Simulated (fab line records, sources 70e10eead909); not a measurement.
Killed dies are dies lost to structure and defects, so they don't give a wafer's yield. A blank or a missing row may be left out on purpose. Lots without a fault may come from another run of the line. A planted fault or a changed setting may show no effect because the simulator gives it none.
Chamber matching | flow nand_harc | NHARC_A_BLC_STRIP_21 on rie_diel-04: 4 sister chambers
The step strips in O2. 8 wafers are shown with their chamber, then 9 later ones without.

WAFERS WITH THEIR CHAMBER
wafer  | chamber | showerhead_plenum_p_Torr (Torr) | drypump_motor_current_A (A)
L079.3 | 1       | 3.46                            | 5.0
L077.5 | 0       | 3.38                            | 5.3
L088.1 | 3       | 3.59                            | 6.5
L088.2 | 2       | 3.70                            | 5.3
L088.6 | 3       | 3.59                            | 6.6
L091.3 | 1       | 3.46                            | 5.0
L091.4 | 2       | 3.69                            | 5.3
L091.5 | 0       | 3.38                            | 5.3

WAFERS WITHOUT THEIR CHAMBER
wafer  | showerhead_plenum_p_Torr (Torr) | drypump_motor_current_A (A)
L095.1 | 3.46                            | 5.0
L095.2 | 3.38                            | 5.3
L095.4 | 3.58                            | 6.5
L092.2 | 3.46                            | 5.0
L092.3 | 3.69                            | 5.3
L092.5 | 3.38                            | 5.3
L093.4 | 3.46                            | 5.0
L093.5 | 3.46                            | 5.0
L093.6 | 3.38                            | 5.3

WHICH CHAMBER EACH WENT THROUGH
wafer  | from the rows above | in truth
L095.1 | 1                   | 1
L095.2 | 0                   | 0
L095.4 | 3                   | 3
L092.2 | 1                   | 1
L092.3 | 2                   | 2
L092.5 | 0                   | 0
L093.4 | 1                   | 1
L093.5 | 1                   | 1
L093.6 | 0                   | 0
Placed correctly: 9 of 9. Can't be placed from these rows: 0. Placed wrongly: 0.
How it was worked out, from the rows above alone: a wafer's distance from a chamber is the root of the sum, over the readings, of the square of ((its reading less the chamber's mean) divided by the reading's scatter). The wafer belongs to the nearest chamber; if the next one is less than 2 further off, it can't be placed. A chamber's mean is the mean of its shown wafers. The scatter: the root of (the sum of the squares of (reading less its chamber's mean) over the shown wafers, divided by (wafers less chambers)).
